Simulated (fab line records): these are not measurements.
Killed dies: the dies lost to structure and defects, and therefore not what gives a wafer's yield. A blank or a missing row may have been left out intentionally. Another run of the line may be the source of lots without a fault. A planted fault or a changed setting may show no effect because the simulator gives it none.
fab line records | flow n5-finfet
[record] lots = 11 wafers = 33 last-day = 18
route steps=1938 shown BEOL_M15@1814 MIM_BOT@1833 PASSIVATION@1936
lots that met no fault: taken from a fault-free run of the same line
start-h: the number of hours between the record's first day and the start of the first shown wafer of the lot | wait-h: how many hours have passed since the lot's step before this one | " unchanged from the row above | L1.1+2: one row covering several wafers at once | - no value present, or no start provided | * or withheld: withheld | < > ~ a bound
route shown NAME@n: a module of which the file shows steps, and the number in the route of the first | usual: mean and standard deviation over wafers with no fault | same: alike in all rows | chamber/n: place in a boat | sites: each site's reading | _std_site: the values' standard deviation | _edge_site: inner sites' mean taken away from outer sites' mean | radius-mm: how far each site lies from the wafer's centre | mask NAME#n: copy n | behind: the most recent tool/chamber to have shaped the wafer | hold: cause of the lot's hold/its duration in hours/its outcome | device: the n, p or np transistor that did not switch | end of line: the same wafers' tests at the end of the route | where a step has no rows: the recipe by itself | killed: count of dies lost to structure and defects at first sort (not the wafer's yield) | map: the dies of a wafer, with x for killed, . for not killed, _ for no die there
set.NAME: the run value of the setting; set.NAME@STEP: its run value at that earlier step | model.NAME: the simulator's own value behind a step, which no gauge read
steps of the route over a sample of lots; a table a step, a row a wafer
services: a tool's chamber out of use, with start hour (start-h, from the record's first day; less than 0 if before it), hours out, and reason
[[steps]]
[step N5_BEOL_M15_ETCH_38]
[recipe] chemistry = CF4/N2 target = SiCN target-depth-a = 1064 taper-deg = 2 time-s = 120.5 ion-energy-ev = 150 mask-material = SiO2 pressure-mtorr = 40 source-w = 430 bias-w = 70 Ar_flow_sccm = 100 cf4-flow-sccm = 60 n2-flow-sccm = 60
[usual] drypump-motor-current-A = 5.7/0.34 oes-product-au = 0.79/0.08 rf-fwd-power-W = 428.5/1.2 rf-vpp-V = 382.0/2.3 showerhead-plenum-p-Torr = 2.20/0.092 throttle-valve-pct = 15.5/0.31
// columns lot.wafer tool chamber start-h wait-h drypump-motor-current-A oes-product-au rf-fwd-power-W rf-hours-counter-h rf-vpp-V showerhead-plenum-p-Torr throttle-valve-pct
L599.1 rie-diel-02 3 - - 5.5 0.71 430.2 193 381.5 2.19 15.6
L599.5 " 0 " " 5.4 0.93 426.9 - 384.7 2.25 15.1
L599.6 " 3 " " 5.5 0.72 429.3 - 383.4 2.19 15.6
L600.3 rie-diel-06 3 - - 5.3 0.90 428.3 37 384.2 2.34 15.1
L600.4 " 1 " " 5.9 0.74 429.6 171 378.2 2.04 15.9
L600.6 " 3 " " 5.3 0.90 427.6 - 385.0 2.34 15.1
L602.1 rie-diel-05 3 - - 5.6 0.87 428.8 53 381.9 2.16 15.3
L602.3 " 2 " " 6.0 0.69 428.4 241 384.4 2.26 15.4
L602.5 " 3 " " 5.5 0.87 429.0 - 379.7 2.16 15.3
L605.2 rie-diel-06 2 - - 5.9 0.70 426.1 207 380.0 2.10 15.9
L605.5 " 2 " " 5.9 0.70 426.1 - 379.5 2.10 15.9
L605.6 " 1 " " 5.9 0.73 429.0 - 378.0 2.03 15.9
L606.1 rie-diel-05 3 - - 5.5 0.84 426.5 66 380.7 2.16 15.3
L606.4 " 0 " " 6.2 0.70 430.6 - 380.6 2.19 15.6
L606.5 " 3 " " 5.6 0.86 428.5 - 380.7 2.16 15.3
L611.1 rie-diel-05 1 - - 5.2 0.80 429.9 75 382.6 2.15 15.4
L611.2 " 3 " " 5.6 0.83 428.7 69 381.1 2.15 15.3
L611.4 " 3 " " 5.5 0.85 427.3 - 381.7 2.15 15.3
L613.1 rie-diel-05 0 - - 6.1 0.69 426.4 222 382.2 2.19 15.6
L613.4 " 1 " " 5.2 0.80 430.5 87 379.6 2.14 15.5
L613.6 " 2 " " 6.0 0.97 429.6 - 384.2 2.25 14.9
L615.3 rie-diel-06 1 - - 5.9 0.71 431.0 202 377.3 2.03 16.0
L615.4 " 3 " " 5.3 0.85 430.3 68 383.5 2.33 15.1
L615.6 " 3 " " 5.3 0.85 430.7 - 384.7 2.33 15.1
L617.2 rie-diel-05 1 - - 5.2 0.79 428.4 98 381.2 2.14 15.5
L617.3 " 2 " " 6.1 0.93 425.5 17 383.5 2.25 14.9
L617.6 " 1 " " 5.2 0.79 427.1 - 381.6 2.14 15.5
L618.1 rie-diel-02 3 - - 5.5 0.69 428.5 232 382.2 2.17 15.7
L618.2 " 1 " " 6.3 0.74 428.1 164 384.2 2.29 15.9
L618.5 " 2 " " 5.5 0.72 426.2 - 381.0 2.10 15.5
L619.1 rie-diel-06 1 - - 5.9 0.71 427.7 207 377.3 2.02 16.0
L619.4 " 0 " " 5.7 0.75 427.8 176 382.4 2.29 15.6
L619.6 " 2 " " 5.9 0.67 430.6 - 378.7 2.09 15.9
[step N5_BEOL_M15_PRE_CLEAN_42]
[recipe] gas = H2/He time-s = 30 temp-c = 300
[usual] heater-power-w = 456/51
// columns lot.wafer tool chamber start-h wait-h heater-power-w
L599.1 pvd-sputter-03 - 283.71 0.0 461
L599.5 " - " " 495
L599.6 " - " " 475
L600.3 pvd-sputter-01 - 302.80 0.0 507
L600.4 " - " " 351
L600.6 " - " " 528
L602.1 pvd-sputter-02 - 302.83 0.0 526
L602.3 " - " " 434
L602.5 " - " " 438
L605.2 pvd-sputter-02 - 329.83 0.0 445
L605.5 " - " " 447
L605.6 " - " " 406
L606.1 pvd-sputter-02 - 344.28 0.0 505
L606.4 " - " " 396
L606.5 " - " " 452
L611.1 pvd-sputter-01 - 349.56 0.0 405
L611.2 " - " " 530
L611.4 " - " " 514
L613.1 pvd-sputter-03 - 397.25 19.6 501
L613.4 " - " " 481
L613.6 " - " " 476
L615.3 pvd-sputter-01 - 408.57 0.0 519
L615.4 " - " " 345
L615.6 " - " " 408
L617.2 pvd-sputter-02 - 409.88 0.0 509
L617.3 " - " " 443
L617.6 " - " " 425
L618.1 pvd-sputter-02 - 413.56 0.0 431
L618.2 " - " " 508
L618.5 " - " " 499
L619.1 pvd-sputter-03 - 419.84 0.0 476
L619.4 " - " " 467
L619.6 " - " " 500
[step N5_BEOL_M15_SPUTTER_43]
[recipe] material = TaN target-thk-a = 150 temp-c = 50 bias-v = 168.6 power-w = 15000 chamber-pressure-pa = 0.12 time-s = 24.19
[usual] cathode-dc-power-W = 15000/2.6 throttle-valve-pct = 30.0/1.1
// columns lot.wafer tool chamber start-h wait-h cathode-dc-power-W throttle-valve-pct
L599.1 pvd-sputter-03 - 283.75 0.0 15000 30.0
L599.5 " - " " 15001 30.5
L599.6 " - " " 15000 28.7
L600.3 pvd-sputter-01 - 302.84 0.0 14998 29.5
L600.4 " - " " 14999 29.8
L600.6 " - " " 15001 29.8
L602.1 pvd-sputter-02 - 302.87 0.0 15001 31.1
L602.3 " - " " 15000 30.8
L602.5 " - " " 15001 30.5
L605.2 pvd-sputter-02 - 329.87 0.0 14997 28.3
L605.5 " - " " 14996 28.2
L605.6 " - " " 15003 29.7
L606.1 pvd-sputter-02 - 344.32 0.0 14996 31.1
L606.4 " - " " 14999 29.6
L606.5 " - " " 14999 28.6
L611.1 pvd-sputter-01 - 349.60 0.0 14999 32.1
L611.2 " - " " 15001 29.8
L611.4 " - " " 15001 29.6
L613.1 pvd-sputter-03 - 397.29 0.0 15002 30.4
L613.4 " - " " 14999 28.5
L613.6 " - " " 15002 28.4
L615.3 pvd-sputter-01 - 408.61 0.0 14998 29.7
L615.4 " - " " 14999 30.2
L615.6 " - " " 14998 31.9
L617.2 pvd-sputter-02 - 409.92 0.0 15001 30.9
L617.3 " - " " 15004 28.7
L617.6 " - " " 14994 28.3
L618.1 pvd-sputter-02 - 413.60 0.0 15000 31.0
L618.2 " - " " 14997 31.2
L618.5 " - " " 14998 31.5
L619.1 pvd-sputter-03 - 419.88 0.0 15002 28.4
L619.4 " - " " 15001 31.2
L619.6 " - " " 15000 30.6
[step N5_MIM_BOT_SPUTTER_00]
[recipe] material = TiN target-thk-a = 350 temp-c = 200 power-w = 3000 chamber-pressure-pa = 0.49996 gas = Ar reactive-partial-pa = 0.37997 time-s = 89.7
[usual] cathode-dc-power-W = 3000.0/0.55 throttle-valve-pct = 30.0/1.1
// columns lot.wafer tool chamber start-h wait-h cathode-dc-power-W throttle-valve-pct
L599.1 pvd-sputter-01 - 286.95 0.0 2999.9 29.6
L599.5 " - " " 2998.9 29.8
L599.6 " - " " 2999.8 30.2
L600.3 pvd-sputter-03 - 306.60 0.0 2999.9 31.4
L600.4 " - " " 2999.8 28.2
L600.6 " - " " 3000.3 30.7
L602.1 pvd-sputter-02 - 306.82 0.0 3000.7 28.3
L602.3 " - " " 3000.3 30.5
L602.5 " - " " 2999.6 30.9
L605.2 pvd-sputter-01 - 332.96 0.0 2999.1 32.0
L605.5 " - " " 2999.6 29.7
L605.6 " - " " 2999.9 29.5
L606.1 pvd-sputter-03 - 347.61 0.0 3000.5 29.8
L606.4 " - " " 2999.9 28.2
L606.5 " - " " 3000.3 30.6
L611.1 pvd-sputter-02 - 354.10 0.0 2999.6 31.3
L611.2 " - " " 2998.8 30.8
L611.4 " - " " 2999.2 29.8
L613.1 pvd-sputter-02 - 401.76 0.0 3000.2 30.8
L613.4 " - " " 3494.1 31.3
L613.6 " - " " 3494.9 31.2
L615.3 pvd-sputter-01 - 412.33 0.0 3001.0 30.0
L615.4 " - " " 2999.2 29.6
L615.6 " - " " 3000.4 29.8
L617.2 pvd-sputter-02 - 413.28 0.0 2999.8 30.7
L617.3 " - " " 3493.6 31.2
L617.6 " - " " 3494.9 31.2
L618.1 pvd-sputter-03 - 418.32 0.0 3000.4 30.3
L618.2 " - " " 3000.6 28.3
L618.5 " - " " 3000.8 28.4
L619.1 pvd-sputter-03 - 426.02 0.0 2999.8 28.3
L619.4 " - " " 2999.8 30.6
L619.6 " - " " 3000.5 28.3
[step N5_PASSIVATION_PROBE_49]
[usual] defect-limited-yield = 91.2/1.5 killed_at_M0_to_M3 = 32/9.6 killed_at_M4_up = 13/5.3 killed-at-contacts = 13/6.7 killed-at-front-end = 42/11 killed-at-other = 3.8/2.9 killed-dies = 103/17 killed-on-rim = 14/4.4 killed-open = 67/13 killed-short = 35/7.9 sort_bin_5_function = 5.2/0.94 sort_bin_6_memory = 3.3/0.64 sort-n-pass = 1077/17 sort-yield-pct = 91.2/1.5
[same] gross-dies = 1180 killed-at-back-side = 0 sort_bin_4_leakage[%] = 0 sort_bin_8_speed[%] = 0
// columns lot.wafer tool chamber start-h wait-h defect-limited-yield[%] killed_at_M0_to_M3 killed_at_M4_up killed-at-contacts killed-at-front-end killed-at-other killed-dies killed-on-rim killed-open killed-short sort_bin_5_function[%] sort_bin_6_memory[%] sort-n-pass sort-yield-pct[%]
L599.1 prober-02 - 300.05 0.0 89.3 53 11 39 22 1 126 13 99 25 6.5 3.9 1054 89.3
L599.5 prober-02 - 300.25 0.2 91.2 38 7 20 37 2 104 11 62 39 4.8 3.6 1076 91.2
L599.6 prober-02 - 300.30 0.3 90.2 50 15 24 25 2 116 16 83 32 6.0 3.8 1064 90.2
L611.1 prober-02 - 369.00 0.0 89.0 47 12 10 55 6 130 16 90 40 7.2 3.1 1050 89.0
L611.2 prober-02 - 369.05 0.1 91.3 37 4 11 47 4 103 23 77 26 5.1 3.5 1077 91.3
L611.4 prober-02 - 369.15 0.2 91.5 39 9 2 47 3 100 10 65 35 5.0 3.2 1080 91.5
L613.1 prober-02 - 412.27 0.0 92.1 25 7 28 27 6 93 14 58 35 4.7 3.1 1087 92.1
L613.4 prober-02 - 412.42 0.2 93.1 24 9 15 32 1 81 14 59 21 4.2 2.4 1099 93.1
L613.6 prober-02 - 412.52 0.3 91.9 33 13 6 42 1 95 10 55 36 4.8 2.8 1085 91.9
L615.3 prober-02 - 424.62 0.1 92.8 19 19 10 35 2 85 13 47 38 4.2 2.5 1095 92.8
L615.4 prober-02 - 424.67 0.2 92.0 21 16 7 43 7 94 8 61 33 4.6 3.0 1086 92.0
L615.6 prober-02 - 424.77 0.3 91.4 44 17 7 32 1 101 14 64 34 4.8 3.4 1079 91.4
L618.1 prober-02 - 432.61 0.0 93.1 35 9 10 24 4 82 7 58 22 4.7 2.2 1098 93.1
L618.2 prober-02 - 432.66 0.1 91.4 43 12 9 37 1 102 10 69 33 5.4 3.1 1078 91.4
L618.5 prober-02 - 432.81 0.2 91.9 46 7 8 34 0 95 12 57 36 4.2 3.5 1085 91.9
L617.2 prober-01 - 432.62 0.1 88.8 25 16 10 79 2 132 24 95 37 6.0 4.6 1048 88.8
L617.3 prober-01 - 432.67 0.1 89.2 33 28 11 54 2 128 18 87 40 6.7 4.0 1052 89.2
L617.6 prober-01 - 432.82 0.3 90.0 32 24 17 44 1 118 14 79 38 6.0 3.9 1062 90.0
L619.1 prober-02 - 437.53 0.0 90.1 28 11 21 47 10 117 16 81 36 5.4 4.3 1063 90.1
L619.4 prober-02 - 437.68 0.2 88.4 35 15 19 60 8 137 21 95 42 7.0 4.2 1043 88.4
L619.6 prober-02 - 437.78 0.3 91.6 26 8 16 42 7 99 14 61 38 5.0 3.1 1081 91.6
// killed by level:class
L599.1 MOL_CONTACT_COAG:geometric-particle:open=32 BEOL_M3:geometric-particle:open=25 BEOL_M2:geometric-particle:open=12 STI_FIN_REVEAL:geometric-particle:open=9 MOL_CONTACT_COAG:geometric-particle:short=7 DUMMY_GATE:geometric-particle:open=4 BEOL_M1:geometric-particle:open=4 BEOL_M4:geometric-particle:open=4
L599.5 MOL_CONTACT_COAG:geometric-particle:open=15 STI_FIN_REVEAL:geometric-particle:open=13 BEOL_M3:geometric-particle:open=11 BEOL_M0_SAQP:geometric-particle:short=10 FIN_SAQP:geometric-particle:short=6 BEOL_M0_SAQP:geometric-particle:open=6 MOL_CONTACT_COAG:geometric-particle:short=5 BEOL_M3:geometric-particle:short=4
L599.6 BEOL_M3:geometric-particle:open=19 MOL_CONTACT_COAG:geometric-particle:open=16 BEOL_M4:geometric-particle:open=11 BEOL_M0_SAQP:geometric-particle:short=9 MOL_CONTACT_COAG:geometric-particle:short=8 BEOL_M2:geometric-particle:open=8 BEOL_M0_SAQP:geometric-particle:open=6 STI_FIN_REVEAL:geometric-particle:open=5
L611.1 FIN_SAQP:geometric-particle:open=22 FIN_SAQP:geometric-particle:short=11 BEOL_M0_SAQP:geometric-particle:short=10 MOL_CONTACT_COAG:geometric-particle:open=9 BEOL_M0_SAQP:geometric-particle:open=9 BEOL_M3:geometric-particle:open=8 BEOL_M1:geometric-particle:open=8 BEOL_M2:geometric-particle:open=6
L611.2 FIN_SAQP:geometric-particle:open=14 BEOL_M2:geometric-particle:open=11 DUMMY_GATE:geometric-particle:open=9 MOL_CONTACT_COAG:geometric-particle:open=9 BEOL_M3:geometric-particle:open=9 FIN_SAQP:geometric-particle:short=6 STI_FIN_REVEAL:geometric-particle:open=6 BEOL_M2:geometric-particle:short=5
L611.4 FIN_SAQP:geometric-particle:open=15 FIN_SAQP:geometric-particle:short=12 BEOL_M0_SAQP:geometric-particle:open=9 BEOL_M2:geometric-particle:open=8 BEOL_M3:geometric-particle:open=7 STI_FIN_REVEAL:geometric-particle:open=6 BEOL_M0_SAQP:geometric-particle:short=6 BEOL_M1:geometric-particle:open=5
L613.1 MOL_CONTACT_COAG:geometric-particle:open=21 BEOL_M0_SAQP:geometric-particle:short=13 BEOL_M0_SAQP:geometric-particle:open=9 MOL_CONTACT_COAG:geometric-particle:short=7 STI_FIN_REVEAL:geometric-particle:open=6 STARTING-WAFER:geometric-particle:open=5 DUMMY_GATE:geometric-particle:open=3 DUMMY_GATE:geometric-particle:short=3
L613.4 MOL_CONTACT_COAG:geometric-particle:open=12 STI_FIN_REVEAL:geometric-particle:open=7 DUMMY_GATE:geometric-particle:open=7 BEOL_M1:geometric-particle:open=7 BEOL_M0_SAQP:geometric-particle:open=5 BEOL_M0_SAQP:geometric-particle:short=5 STARTING-WAFER:geometric-particle:open=4 FIN_SAQP:geometric-particle:short=3
L613.6 BEOL_M0_SAQP:geometric-particle:short=12 FIN_SAQP:geometric-particle:short=9 DUMMY_GATE:geometric-particle:open=8 BEOL_M0_SAQP:geometric-particle:open=8 BEOL_M4:geometric-particle:open=6 FIN_SAQP:geometric-particle:open=5 BEOL_M1:geometric-particle:open=5 STARTING-WAFER:geometric-particle:open=5
L615.3 FIN_SAQP:geometric-particle:short=19 MOL_CONTACT_COAG:geometric-particle:open=9 FIN_SAQP:geometric-particle:open=7 BEOL_M4:geometric-particle:open=6 BEOL_M0_SAQP:geometric-particle:open=5 BEOL_M1:geometric-particle:open=5 GATE_CUT:geometric-particle:short=4 BEOL_M3:geometric-particle:open=4
L615.4 FIN_SAQP:geometric-particle:open=15 BEOL_M5:geometric-particle:open=7 FIN_SAQP:geometric-particle:short=6 BEOL_M3:geometric-particle:open=6 STI_FIN_REVEAL:geometric-particle:open=5 GATE_CUT:geometric-particle:short=5 MOL_CONTACT_COAG:geometric-particle:open=5 BEOL_M0_SAQP:geometric-particle:short=4
L615.6 BEOL_M2:geometric-particle:open=11 BEOL_M3:geometric-particle:open=11 BEOL_M5:geometric-particle:open=7 GATE_CUT:geometric-particle:short=6 BEOL_M0_SAQP:geometric-particle:short=6 FIN_SAQP:geometric-particle:open=5 FIN_SAQP:geometric-particle:short=5 BEOL_M0_SAQP:geometric-particle:open=5
L618.1 BEOL_M3:geometric-particle:open=13 BEOL_M2:geometric-particle:open=10 MOL_CONTACT_COAG:geometric-particle:open=8 STI_FIN_REVEAL:geometric-particle:open=7 BEOL_M0_SAQP:geometric-particle:short=6 DUMMY_GATE:geometric-particle:open=3 STARTING-WAFER:geometric-particle:short=3 BEOL_M4:geometric-particle:open=3
L617.2 STI_FIN_REVEAL:geometric-particle:open=35 FIN_SAQP:geometric-particle:open=14 FIN_SAQP:geometric-particle:short=7 MOL_CONTACT_COAG:geometric-particle:open=7 BEOL_M1:geometric-particle:open=7 BEOL_M0_SAQP:geometric-particle:short=6 BEOL_M5:geometric-particle:open=6 ILD0:geometric-particle:short=5
L618.2 BEOL_M2:geometric-particle:open=13 STI_FIN_REVEAL:geometric-particle:open=12 MOL_CONTACT_COAG:geometric-particle:open=9 BEOL_M1:geometric-particle:short=8 BEOL_M0_SAQP:geometric-particle:open=7 BEOL_M0_SAQP:geometric-particle:short=6 BEOL_M1:geometric-particle:open=5 FIN_SAQP:geometric-particle:open=4
L617.3 BEOL_M4:geometric-particle:open=17 MOL_CONTACT_COAG:geometric-particle:open=8 BEOL_M0_SAQP:geometric-particle:open=8 BEOL_M3:geometric-particle:open=8 FIN_SAQP:geometric-particle:open=7 FIN_SAQP:geometric-particle:short=7 GATE_CUT:geometric-particle:short=6 BEOL_M0_SAQP:geometric-particle:short=6
L618.5 BEOL_M0_SAQP:geometric-particle:short=14 BEOL_M2:geometric-particle:open=13 STI_FIN_REVEAL:geometric-particle:open=10 BEOL_M0_SAQP:geometric-particle:open=7 GATE_CUT:geometric-particle:short=6 MOL_CONTACT_COAG:geometric-particle:open=6 FIN_SAQP:geometric-particle:open=4 GATE_CUT:geometric-particle:open=4
L617.6 STI_FIN_REVEAL:geometric-particle:open=14 MOL_CONTACT_COAG:geometric-particle:open=13 BEOL_M0_SAQP:geometric-particle:short=10 BEOL_M4:geometric-particle:open=10 FIN_SAQP:geometric-particle:open=9 BEOL_M0_SAQP:geometric-particle:open=8 BEOL_M5:geometric-particle:open=6 BEOL_M3:geometric-particle:open=5
L619.1 MOL_CONTACT_COAG:geometric-particle:open=17 STI_FIN_REVEAL:geometric-particle:open=12 FIN_SAQP:geometric-particle:short=10 BEOL_M3:geometric-particle:open=7 FIN_SAQP:geometric-particle:open=6 BEOL_M1:geometric-particle:open=6 BEOL_M4:geometric-particle:open=6 BEOL_M0_SAQP:geometric-particle:short=5
L619.4 STI_FIN_REVEAL:geometric-particle:open=19 MOL_CONTACT_COAG:geometric-particle:open=17 BEOL_M1:geometric-particle:open=14 FIN_SAQP:geometric-particle:short=11 FIN_SAQP:geometric-particle:open=8 BEOL_M0_SAQP:geometric-particle:short=5 BEOL_M2:geometric-particle:open=5 BEOL_M3:geometric-particle:open=4
L619.6 MOL_CONTACT_COAG:geometric-particle:open=12 STI_FIN_REVEAL:geometric-particle:open=10 FIN_SAQP:geometric-particle:short=8 FIN_SAQP:geometric-particle:open=7 BEOL_M1:geometric-particle:short=7 BEOL_M1:geometric-particle:open=6 GATE_CUT:geometric-particle:short=5 BEOL_M2:geometric-particle:open=5
[[services]]
// columns tool chamber start-h hours kind
pvd-sputter-03 - 271.86 1.3 repair
rie-diel-05 0 290.58 14.1 repair
rie-diel-06 2 323.89 4.5 repair
rie-diel-05 2 335.81 - clean
rie-diel-05 2 335.81 - consumable-replace:focus-ring
rie-diel-05 2 335.81 25.0 scheduled-down
rie-diel-05 2 335.81 25.0 vent-cycle
rie-diel-02 1 351.37 14.6 repair
rie-diel-05 3 356.99 15.0 repair
rie-diel-05 1 391.04 3.1 repair
rie-diel-05 0 394.11 18.5 repair
pvd-sputter-02 - 416.81 10.6 repair
rie-diel-05 0 421.29 5.3 repair
[[key]]
[first-sign] step = N5_MIM_BOT_SPUTTER_00 reading = cathode-dc-power-W direction = up sigmas = 99+ usual = * struck = *
effect none on later readings
met-at N5_MIM_BOT_SPUTTER_00
struck-lots L613,L617
struck-wafers L613.4,L613.6,L617.3,L617.6
not-acting-at N5_BEOL_M15_ETCH_38,N5_BEOL_M15_PRE_CLEAN_42,N5_BEOL_M15_SPUTTER_43
onset-between 354.10 401.76
[fault] kind = process-parameter-drift tool = pvd-sputter-02 chamber = - onset-h = 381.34 steps = N5_MIM_BOT_SPUTTER_00 channel = power-w offset = * shape = step end-h = 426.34 acts-in = * stated = * scope = struck-wafers-only
